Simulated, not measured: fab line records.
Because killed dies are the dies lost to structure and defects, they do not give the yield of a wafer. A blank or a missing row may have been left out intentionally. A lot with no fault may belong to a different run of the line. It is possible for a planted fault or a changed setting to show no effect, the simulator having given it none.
A lot that was struck, set against a sound lot -- flow nandHarc -- 15 steps out of a route of 1302
Sound: these wafers, L651.2, L651.3, L651.4. Struck: wafer L643.3. (L643.5 of the same lot was not struck and is left out.) The cause comes at the end.
Order at every step that has rows: each side's tool, ch and its chambers, its first start. Under that, the readings that differ: sound wafers -- struck wafers -- difference of the means -- sigmas: that difference in standard deviations of wafers without a fault.
alike: same words and numbers on both sides, and readings whose means sit less than 2 such deviations apart. not compared: any withheld reading, any reading some wafer has no value for, any bound like >300 that may hide the same value, and any number with overlapping values for which the record gives no deviation.
The two part at a step that has a row with sigmas, a row that says differs or no value, or rows on one side only. Numbers that don't overlap but have no deviation are shown without sigmas and don't part them. Lack of a reading on every wafer of one side parts them only where that side has two or more wafers.

first, 7 steps without rows for these wafers: NHARC_A_CHANNEL_HOLE_D1_COAT_37 (time 65 s); NHARC_A_CHANNEL_HOLE_D1_COAT_04 (resist thk 90 nm); NHARC_A_CHANNEL_HOLE_D1_SOFTBAKE_05 (time 55 s); NHARC_A_CHANNEL_HOLE_D1_EBR_06; NHARC_A_CHANNEL_HOLE_D1_EXPOSE_07 (exposes mask HOLE D1, target cd 100 nm); NHARC_A_CHANNEL_HOLE_D1_PEB_08 (peb time 65 s); NHARC_A_CHANNEL_HOLE_D1_DEVELOP_09 (develop time 35 s).
NHARC_A_CHANNEL_HOLE_D1_CD_MEAS_10: target cd 100 nm.
  sound on cdSem-03 ch 0, day 16 15:10; struck on cdSem-01 ch 0, day 12 22:44
  alike: cdNm
NHARC_A_CHANNEL_HOLE_D1_OVL_MEAS_11:
  struck on overlay-02, day 12 22:49; sound on overlay-01, day 16 15:16
  alike: overlayXNm, overlayYNm
NHARC_A_CHANNEL_HOLE_D1_INSPECT_12:
  struck on defectInspect-01, day 12 22:52; sound on defectInspect-02, day 16 15:17
  alike: rawDefectCount
NHARC_A_CHANNEL_HOLE_D1_DESCUM_15: chemistry O2, time 3 s.
  sound on rieDiel-12 ch 0,1,2, day 16 15:22; struck on rieDiel-08 ch 1, day 12 22:56
reading,sound,struck,difference,sigmas
rfHoursCounterH (h),27 27 33,9,-20,
  alike: drypumpMotorCurrentA, oesProductAu, rfVppV, showerheadPlenumPTorr, throttleValvePct
NHARC_A_CHANNEL_HOLE_D1_ETCH_38: etches the open film in CF4, target depth 39 nm, time 65 s.
  sound on rieDiel-12 ch 1,2,3, day 16 15:26; struck on rieDiel-08 ch 3, day 12 23:02
reading,sound,struck,difference,sigmas
rfHoursCounterH (h),33 35 27,9,-23,
  alike: drypumpMotorCurrentA, oesProductAu, rfVppV, showerheadPlenumPTorr, throttleValvePct
NHARC_A_CHANNEL_HOLE_D1_ETCH_39: etches the open film in N2/H2, target depth 260 nm, time 325 s.
  sound on rieDiel-12 ch 0,1,3, day 16 15:32; struck on rieDiel-08 ch 3, day 12 23:10
reading,sound,struck,difference,sigmas
oesProductAu (a.u.),1.005 0.997 1.009,0.862,-0.142,-16
rfHoursCounterH (h),35 27 27,10,-20,
  alike: drypumpMotorCurrentA, rfVppV, showerheadPlenumPTorr, throttleValvePct
NHARC_A_CHANNEL_HOLE_D1_ETCH_34: etches the open film in CF4/CHF3, target depth 154 nm, time 77 s.
  sound on rieDiel-12 ch 1,2,3; struck on rieDiel-08 ch 3
reading,sound,struck,difference,sigmas
rfHoursCounterH (h),27 36 33,10,-22,
  alike: drypumpMotorCurrentA, oesProductAu, rfVppV, showerheadPlenumPTorr, throttleValvePct
-- jump in the record: it breaks off in module A_CHANNEL_HOLE_D1 and resumes in module END (first step shown: number 1302 of the route), and 16 days separate the struck wafers' starts before and after --
NHARC_END_SORT_01:
  here the record holds rows for the struck wafers (prober-02 ch 0, day 29 05:41) but none for the sound ones

## WHERE THEY PART
First at NHARC_A_CHANNEL_HOLE_D1_ETCH_39; last, within this record, at NHARC_END_SORT_01.

WHY: what had been put in by the simulator
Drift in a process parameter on rieDiel-08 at NHARC_A_CHANNEL_HOLE_D1_ETCH_39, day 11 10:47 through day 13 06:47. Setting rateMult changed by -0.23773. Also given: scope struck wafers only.
